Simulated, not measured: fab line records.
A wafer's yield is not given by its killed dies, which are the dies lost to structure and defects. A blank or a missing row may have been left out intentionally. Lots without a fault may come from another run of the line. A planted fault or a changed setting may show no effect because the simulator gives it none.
Split-lot trial ; flow n5Finfet ; 39 wafers read across 7 lots, on a route 1938 steps long

## ON THE SPLIT
At N5_FIN_SAQP_ETCH_34 (etches SiO2 in C4F6/O2, target depth 45 nm, time 15 s), the setting sourceW was moved away from the recipe's 345 W on 9 of the 39 wafers read, by -14.1% to +12.3%. All remaining wafers had this setting at the recipe value.

The split's own step is where the reading is taken.

## THE READING
rfVppV, in V, at N5_FIN_SAQP_ETCH_34 (etches SiO2 in C4F6/O2, target depth 45 nm, time 15 s). On this fab line, fault-free wafers typically give 670 V with a standard deviation of 7.8 V.

wafer;tool, chamber at the split;sourceW as run, W;against the recipe;rfVppV, V;against lot-mates on the recipe
L077.1;rieDiel-05, 2;345;recipe;660;-
L077.2;rieDiel-05, 0;345;recipe;664;-
L077.3;rieDiel-05, 1;345;recipe;683;-
L077.4;rieDiel-05, 3;345;recipe;670;-
L077.5;rieDiel-05, 3;345;recipe;673;-
L077.6;rieDiel-05, 2;345;recipe;660;-
L082.1;rieDiel-02, 2;387.3;+12.3%;640;-31
L082.2;rieDiel-02, 1;345;recipe;671;-
L082.3;rieDiel-02, 3;345;recipe;670;-
L082.4;rieDiel-02, 0;387.3;+12.3%;633;-38
L082.5;rieDiel-02, 0;387.3;+12.3%;634;-37
L082.6;rieDiel-02, 3;345;recipe;672;-
L083.1;rieDiel-05, 1;345;recipe;685;-
L083.2;rieDiel-05, 2;345;recipe;661;-
L083.3;rieDiel-05, 3;345;recipe;671;-
L083.4;rieDiel-05, 0;345;recipe;662;-
L083.5;rieDiel-05, 1;345;recipe;685;-
L083.6;rieDiel-05, 0;345;recipe;664;-
L085.1;rieDiel-05, 1;345;recipe;684;-
L085.2;rieDiel-05, 2;345;recipe;659;-
L085.3;rieDiel-05, 3;345;recipe;670;-
L085.4;rieDiel-05, 0;345;recipe;663;-
L085.5;rieDiel-05, 1;345;recipe;684;-
L085.6;rieDiel-05, 0;345;recipe;663;-
L088.1;rieDiel-06, 2;345;recipe;665;-
L088.2;rieDiel-06, 1;296.5;-14.1%;716;+56
L088.3;rieDiel-06, 0;345;recipe;653;-
L088.4;rieDiel-06, 3;296.5;-14.1%;733;+73
L088.5;rieDiel-06, 1;345;recipe;663;-
L088.6;rieDiel-06, 0;296.5;-14.1%;708;+48
L091.1;rieDiel-06, 1;345;recipe;664;-
L091.3;rieDiel-06, 0;345;recipe;655;-
L091.6;rieDiel-06, 3;345;recipe;677;-
L096.1;rieDiel-02, 3;345;recipe;671;-
L096.2;rieDiel-02, 2;383.6;+11.2%;644;-30
L096.3;rieDiel-02, 0;383.6;+11.2%;635;-39
L096.4;rieDiel-02, 3;345;recipe;671;-
L096.5;rieDiel-02, 2;345;recipe;679;-
L096.6;rieDiel-02, 0;383.6;+11.2%;636;-38

THE FIT
A straight line over all 39 wafers: rfVppV changes by -3.1 V for each +1% of sourceW; r = -0.90; the points scatter about the line by 9 V.
The same after taking each lot's own level away (the mean of its wafers on the recipe; 39 wafers): -3.53 V for each +1%; r = -0.93; scatter 8.7 V.
The reading moves by 50 V for the largest change in sourceW, on that fit.
Across the lots, their own levels run from 660.3 to 673.7 V, a range of 1.7 times the standard deviation given above.
Hence the slope depends on the lot-to-lot level, as the two fits are not the same.
Check: for one of the wafers moved furthest among these (-14.1%), held out of the fit, the line's prediction against its lot-mates is +50.2 V. Against them it came out at +55.7 V.
Tool readings at the split's step, against how far the setting was moved: rfVppV r = -0.90.

## THE OTHER SPLITS THESE WAFERS WENT THROUGH
Note: prior to the reading, these wafers also went through further splits. Each is held against what the fit with the lots' levels taken away leaves over:
other split on the same wafers;wafers away from the commonest value;r with rfVppV (lot level and that fit taken away)
N5_FIN_SAQP_ETCH_65 timeS;9;+0.00

## FILE'S OWN FIT
rfVppV changes by -3.5 V for each +1% of sourceW, r = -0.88.
